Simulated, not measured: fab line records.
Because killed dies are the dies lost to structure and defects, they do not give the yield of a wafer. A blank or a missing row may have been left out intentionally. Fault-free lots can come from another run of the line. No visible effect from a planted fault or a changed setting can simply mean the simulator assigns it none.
Chamber matching -- flow n5Finfet -- N5_BEOL_M7_ALD_77 on aldMetal-02 has 4 sister chambers
The step deposits TaN, target thk 2 nm, pulse time 2 s, purge time 3 s. 4 wafers are shown with their chamber, then 7 later ones without.

## WAFERS WITH THEIR CHAMBER
wafer,chamber,heaterPowerW (W)
L085.1,2,393
L085.4,3,371
L088.1,1,416
L088.2,0,381

## WAFERS WITHOUT THEIR CHAMBER
wafer,heaterPowerW (W)
L088.6,388
L095.2,414
L095.3,396
L095.6,398
L093.3,367
L093.4,404
L093.6,375

## CHAMBER TAKEN BY EACH
wafer,from the rows above,in truth
L088.6,can't be placed: 2 or 0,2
L095.2,1,1
L095.3,2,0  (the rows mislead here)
L095.6,2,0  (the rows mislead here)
L093.3,can't be placed: 3 or 0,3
L093.4,can't be placed: 2 or 1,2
L093.6,can't be placed: 3 or 0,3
Correctly placed: 1 of 7. Not placeable from these rows: 4 (in 4, the candidates include the true chamber). Number placed wrongly: 2.
How it was worked out, from the rows above alone: a wafer's distance from a chamber is the root of the sum, over the readings, of the square of ((its reading less the chamber's mean) divided by the reading's scatter). If the next closest chamber is less than 2 further off than the closest, the wafer can't be placed; otherwise it belongs to the closest. Each chamber's mean is taken over the wafers shown for it. The scatter: with one shown wafer a chamber, the root of the mean of the squares of how far each hidden wafer lies from its nearest shown one.
